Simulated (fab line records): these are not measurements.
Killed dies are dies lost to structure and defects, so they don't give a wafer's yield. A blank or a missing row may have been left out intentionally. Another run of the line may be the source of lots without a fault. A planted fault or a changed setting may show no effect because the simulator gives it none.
The tool behind it: which one?	flow n5Finfet	27 wafers from 9 lots sampled at 4 of the route's 1938 steps

== WHAT THE GAUGES SHOWED, per wafer ==
N5_BEOL_M12_CD_MEAS_17: target cd 140 nm.
lot	measured	on	cdNm (nm)
L880	day 10 18:22	cdSem-01	138.2 139.4 139.9
L883	day 12 00:17	cdSem-01	140.9 142.3 141.5
L887	day 12 05:20	cdSem-03	138.9 137.9 140.3
L895	day 14 09:47	cdSem-02	141.1 142.1 140.7
L892	day 14 09:57	cdSem-03	140.5 142.3 146.5
L898	day 15 19:17	cdSem-03	140.7 141.0 137.1
L902	day 16 15:46	cdSem-03	138.6 142.7 139.1
L903	day 16 19:41	cdSem-02	142.1 141.5 141.9
L901	day 16 19:56	cdSem-02	140.4 141.2 141.9

== EACH LOT AND THE TOOL THAT RAN IT (in order: tool; ch and the chambers of the sampled wafers; start) ==
lot	N5_BEOL_M12_DESCUM_15	N5_BEOL_M12_VIA_ETCH_16	N5_BEOL_M12_STRIP_64
L880	rieDiel-05 ch 0,1,2, day 10 17:52	rieDiel-05 ch 0,1,2, day 10 17:57	plasmaAsher-02 ch 0,1, day 10 18:13
L883	rieDiel-05 ch 0,3, day 11 23:47	rieDiel-05 ch 0,3, day 11 23:52	plasmaAsher-01 ch 0,1, day 12 00:08
L887	rieDiel-05 ch 1,2,3, day 12 04:50	rieDiel-05 ch 1,2,3, day 12 04:56	plasmaAsher-01 ch 0,1, day 12 05:11
L895	rieDiel-04 ch 0,1, day 14 09:18	rieDiel-04 ch 0,1, day 14 09:23	plasmaAsher-01 ch 0,1, day 14 09:38
L892	rieDiel-06 ch 0,1,2, day 14 09:28	rieDiel-06 ch 0,1,2, day 14 09:32	plasmaAsher-01 ch 0,1, day 14 09:48
L898	rieDiel-04 ch 0,1,3, day 15 18:47	rieDiel-04 ch 0,1,3, day 15 18:52	plasmaAsher-02 ch 0,1, day 15 19:09
L902	rieDiel-05 ch 0,1, day 16 15:15	rieDiel-05 ch 0,1, day 16 15:20	plasmaAsher-02 ch 1, day 16 15:37
L903	rieDiel-05 ch 0,2,3, day 16 19:11	rieDiel-05 ch 0,2,3, day 16 19:16	plasmaAsher-01 ch 0,1, day 16 19:32
L901	rieDiel-05 ch 0,1,3, day 16 19:26	rieDiel-05 ch 0,1,3, day 16 19:32	plasmaAsher-01 ch 0,1, day 16 19:47
- N5_BEOL_M12_DESCUM_15: chemistry O2, time 7.9 s.
- N5_BEOL_M12_VIA_ETCH_16: etches SiOC in C4F8/O2/Ar, target depth 724.8 nm.
- N5_BEOL_M12_STRIP_64: strips in N2/H2.

== THE ANSWER, worked out from the rows above alone ==
Rule: the lots themselves supply what counts as usual. Put in order of their means at a reading, lots are off if they are a third of the lots or fewer, leave a main group of 4 or more, and stand apart from it by a gap of 3 or more times the standard deviation of the main group's means; of several such gaps the widest counts. A main group whose means are all the same, to the digits that the tables above print for the reading, isn't used. A lot without any number at a reading at which 4 lots or more have one is off too. Where the step has rows for the other lots, those lots are counted as sound.
No lot is off at any reading shown: from this, nothing can be told.

== WHAT WAS PUT IN BY THE SIMULATOR ==
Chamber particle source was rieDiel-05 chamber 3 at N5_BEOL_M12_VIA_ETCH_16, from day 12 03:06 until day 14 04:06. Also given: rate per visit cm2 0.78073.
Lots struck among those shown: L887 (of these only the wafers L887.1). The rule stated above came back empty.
